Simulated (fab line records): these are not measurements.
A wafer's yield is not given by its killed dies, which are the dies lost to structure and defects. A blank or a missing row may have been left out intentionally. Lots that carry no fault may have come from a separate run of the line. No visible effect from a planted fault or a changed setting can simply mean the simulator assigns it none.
What tool caused it? | flow nandHarc | Sampling: 6 lots, 18 wafers, 4 of 1302 route steps

== WHAT THE GAUGES SHOWED, per wafer ==
NHARC_END_SORT_01.
lot  | measured     | on        | killedAtPeriphery
L431 | day 25 08:40 | prober-02 | 2 4 1
L437 | day 28 06:34 | prober-01 | 2 2 6
L445 | day 30 18:16 | prober-01 | 1 1 2

== EACH LOT AND THE TOOL THAT RAN IT (in order: tool; ch and the chambers of the sampled wafers; start) ==
lot  | NHARC_THIN_TSV_STRIP_62             | NHARC_THIN_TSV_PVD_51                  | NHARC_THIN_TSV_ANNEAL_58
L430 | plasmaAsher-02 ch 0,1, day 24 12:34 | pvdSputter-01, day 24 19:08 or earlier | furnace-06 ch 0, day 24 19:08
L431 | plasmaAsher-01 ch 0,1, day 24 17:23 | pvdSputter-01, day 25 02:14 or earlier | furnace-04 ch 0, day 25 02:14
L437 | plasmaAsher-02 ch 0,1, day 27 17:28 | pvdSputter-03, day 28 02:06 or earlier | furnace-06 ch 0, day 28 02:06
L441 | plasmaAsher-01 ch 0, day 29 05:33   | pvdSputter-02, day 29 13:34 or earlier | furnace-04 ch 0, day 29 13:34
L445 | plasmaAsher-02 ch 0,1, day 30 05:52 | pvdSputter-01, day 30 12:59 or earlier | furnace-05 ch 0, day 30 12:59
L450 | plasmaAsher-02 ch 0, day 32 22:58   | pvdSputter-02, day 33 10:14 or earlier | furnace-05 ch 0, day 33 10:14
- NHARC_THIN_TSV_STRIP_62: strips in N2/H2, time 20 s.
- NHARC_THIN_TSV_PVD_51: deposits Cu, target thk 100 nm.
- NHARC_THIN_TSV_ANNEAL_58: time 1800 s.

== THE ANSWER, worked out from the rows above alone ==
Rule: the usual values come from the lots themselves. The widest of any qualifying gaps counts: lots, ordered by their means at a reading, are off when they make up no more than a third of the lots, leave a main group of 4 or more, and stand apart from it by 3 or more times the standard deviation of that group's means. A main group is skipped when, at the precision printed for the reading in the tables above, its means are all equal. A lot without any number at a reading at which 4 lots or more have one is off too. The other lots that the step has rows for count as sound.
Across all readings shown, no lot is off: no conclusion can be drawn from this.

== WHAT THE SIMULATOR PUT IN ==
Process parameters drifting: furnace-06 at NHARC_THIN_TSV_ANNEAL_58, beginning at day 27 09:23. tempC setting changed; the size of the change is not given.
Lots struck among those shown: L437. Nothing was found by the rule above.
